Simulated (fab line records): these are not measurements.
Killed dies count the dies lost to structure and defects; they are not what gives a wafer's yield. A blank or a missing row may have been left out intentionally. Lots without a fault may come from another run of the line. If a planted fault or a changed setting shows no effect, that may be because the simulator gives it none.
Split-lot trial | flow n5 finfet | 39 wafers read across 7 lots, on a route 1938 steps long

## ABOUT THE SPLIT
At N5_BEOL_M5_CVD_47 (deposits Co from CCTBA/H2, target thk 3 nm, time 216 s), the setting target thk a was moved away from the recipe's 30 angstrom on 15 of the 39 wafers read, by -46.5% to +56.3%. For the rest of the wafers, this setting stayed at what the recipe calls for.

Reading taken at the split's own step.

## THE READING
Co_of_BEOL_M5_CVD_47.thk nm (the simulator's own value, which no gauge read), in nm, at N5_BEOL_M5_CVD_47 (deposits Co from CCTBA/H2, target thk 3 nm, time 216 s). The file gives no usual value for it. The 24 wafers here that ran the recipe average 3.0 nm, standard deviation 0.07 nm.

wafer  | tool, chamber at the split | target thk a as run, angstrom | against the recipe | Co_of_BEOL_M5_CVD_47.thk nm, nm | against lot-mates on the recipe
L075.1 | cvd co-01, 2,2,1           | 46.89                         | +56.3%             | 4.6                             | +1.6
L075.5 | cvd co-01, 2,2,1           | 46.89                         | +56.3%             | 4.6                             | +1.6
L075.6 | cvd co-01, 2,2,1           | 46.89                         | +56.3%             | 4.6                             | +1.6
L075.2 | cvd co-01, 1,0,0           | 30                            | recipe             | 3                               | -
L075.3 | cvd co-01, 1,0,0           | 30                            | recipe             | 3                               | -
L075.4 | cvd co-01, 1,0,0           | 30                            | recipe             | 3                               | -
L076.1 | cvd co-02, 0,1,2,1,0       | 30                            | recipe             | 3                               | -
L076.3 | cvd co-02, 0,1,2,1,0       | 30                            | recipe             | 3                               | -
L076.4 | cvd co-02, 0,1,2,1,0       | 30                            | recipe             | 3                               | -
L076.5 | cvd co-02, 0,1,2,1,0       | 30                            | recipe             | 3                               | -
L076.6 | cvd co-02, 0,1,2,1,0       | 30                            | recipe             | 3                               | -
L076.2 | cvd co-02, 2               | 30                            | recipe             | 2.8                             | -
L077.1 | cvd co-01, 0,2,2           | 37.12                         | +23.7%             | 3.6                             | +0.7
L077.2 | cvd co-01, 0,2,2           | 37.12                         | +23.7%             | 3.6                             | +0.7
L077.6 | cvd co-01, 0,2,2           | 37.12                         | +23.7%             | 3.6                             | +0.7
L077.3 | cvd co-01, 1               | 30                            | recipe             | 2.8                             | -
L077.4 | cvd co-01, 1,0             | 30                            | recipe             | 3                               | -
L077.5 | cvd co-01, 1,0             | 30                            | recipe             | 3                               | -
L078.1 | cvd co-01, 1,2,0           | 30                            | recipe             | 3                               | -
L078.5 | cvd co-01, 1,2,0           | 30                            | recipe             | 3                               | -
L078.6 | cvd co-01, 1,2,0           | 30                            | recipe             | 3                               | -
L078.2 | cvd co-01, 0,2,1           | 16.04                         | -46.5%             | 1.6                             | -1.4
L078.3 | cvd co-01, 0,2,1           | 16.04                         | -46.5%             | 1.6                             | -1.4
L078.4 | cvd co-01, 0,2,1           | 16.04                         | -46.5%             | 1.6                             | -1.4
L081.1 | cvd co-02, 0,0,1           | 30                            | recipe             | 3                               | -
L081.4 | cvd co-02, 0,0,1           | 30                            | recipe             | 3                               | -
L081.6 | cvd co-02, 0,0,1           | 30                            | recipe             | 3                               | -
L084.1 | cvd co-01, 1,0,1           | 30                            | recipe             | 3                               | -
L084.2 | cvd co-01, 1,0,1           | 30                            | recipe             | 3                               | -
L084.5 | cvd co-01, 1,0,1           | 30                            | recipe             | 3                               | -
L084.3 | cvd co-01, 2               | 35.25                         | +17.5%             | 3.4                             | +0.4
L084.4 | cvd co-01, 2               | 35.25                         | +17.5%             | 3.4                             | +0.4
L084.6 | cvd co-01, 0               | 35.25                         | +17.5%             | 3.6                             | +0.6
L090.1 | cvd co-01, 0,2,0           | 39.6                          | +32.0%             | 4                               | +0.9
L090.4 | cvd co-01, 0,2,0           | 39.6                          | +32.0%             | 4                               | +0.9
L090.5 | cvd co-01, 0,2,0           | 39.6                          | +32.0%             | 4                               | +0.9
L090.2 | cvd co-01, 2               | 30                            | recipe             | 3.2                             | -
L090.3 | cvd co-01, 1               | 30                            | recipe             | 3                               | -
L090.6 | cvd co-01, 1               | 30                            | recipe             | 3                               | -
The file does not say which wafer passed through which chamber wherever a row lists several chambers: such a row stands for several wafers.

THE FIT
A straight line over all 39 wafers: Co_of_BEOL_M5_CVD_47.thk nm changes by +0.0292 nm for each +1% of target thk a; r = +0.99; the points scatter about the line by 0.072 nm.
The same after taking each lot's own level away (the mean of its wafers on the recipe; 39 wafers): +0.0291 nm for each +1%; r = +1.00; scatter 0.058 nm.
That fit puts the effect of the largest move of target thk a on the reading at 1.6 nm.
The span of the lots' own levels, 2.93 to 3.07 nm, comes to 1.9 times the standard deviation stated above.
Consequently the slope shifts little with the lot-to-lot level, the two slopes agreeing.
Check: +1.63 nm against its lot-mates is what the line predicts for one of the wafers moved furthest among these (+56.3%) when that wafer is left out of the fit. Against them it came out at +1.6 nm.

## THESE WAFERS: OTHER SPLITS
These wafers also went through other splits before the reading. Each is held against what the fit with the lots' levels taken away leaves over:
other split on the same wafers            | wafers away from the commonest value | r with Co_of_BEOL_M5_CVD_47.thk nm (lot level and that fit taken away)
N5_SD_EPI_N_EPI_21 time s                 | 12                                   | -0.04
N5_MOL_CONTACT_COAG_ETCHBACK_135 time s   | 9                                    | +0.09
N5_BEOL_M0_SAQP_SPACER1_ALD_98 ald cycles | 15                                   | -0.04
N5_BEOL_M3_DEP_57 time s                  | 9                                    | -0.09

## FILE'S OWN FIT
Co_of_BEOL_M5_CVD_47.thk nm changes by +0.0289 nm for each +1% of target thk a, r = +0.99.
